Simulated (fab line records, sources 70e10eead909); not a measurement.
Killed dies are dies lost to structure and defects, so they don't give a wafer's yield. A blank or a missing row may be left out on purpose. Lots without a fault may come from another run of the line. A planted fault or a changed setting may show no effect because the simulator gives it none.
Chamber matching | flow nand_harc | NHARC_A_BLC_ETCH_16 on rie_diel-09: 4 sister chambers
The step etches the open film in CF4, target depth 39 nm, time 65 s. 4 wafers are shown with their chamber, then 12 later ones without.

WAFERS WITH THEIR CHAMBER
wafer  | chamber | drypump_motor_current_A (A)
L087.1 | 1       | 5.2
L092.1 | 2       | 5.2
L092.2 | 0       | 6.5
L092.4 | 3       | 6.3

WAFERS WITHOUT THEIR CHAMBER
wafer  | drypump_motor_current_A (A)
L093.4 | 6.3
L093.5 | 6.3
L093.6 | 5.2
L095.1 | 6.2
L095.2 | 5.1
L095.6 | 6.5
L096.1 | 6.5
L096.2 | 6.3
L096.5 | 6.5
L097.1 | 5.2
L097.3 | 6.5
L097.4 | 5.2

WHICH CHAMBER EACH WENT THROUGH
wafer  | from the rows above     | in truth
L093.4 | 3                       | 3
L093.5 | 3                       | 3
L093.6 | can't be placed: 1 or 2 | 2
L095.1 | 3                       | 3
L095.2 | can't be placed: 1 or 2 | 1
L095.6 | 0                       | 0
L096.1 | 0                       | 0
L096.2 | 3                       | 3
L096.5 | 0                       | 0
L097.1 | can't be placed: 1 or 2 | 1
L097.3 | 0                       | 0
L097.4 | can't be placed: 1 or 2 | 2
Placed correctly: 8 of 12. Can't be placed from these rows: 4 (the true chamber is among the candidates in 4). Placed wrongly: 0.
How it was worked out, from the rows above alone: a wafer's distance from a chamber is the root of the sum, over the readings, of the square of ((its reading less the chamber's mean) divided by the reading's scatter). The wafer belongs to the nearest chamber; if the next one is less than 2 further off, it can't be placed. A chamber's mean is the mean of its shown wafers. The scatter: with one shown wafer a chamber, the root of the mean of the squares of how far each hidden wafer lies from its nearest shown one.
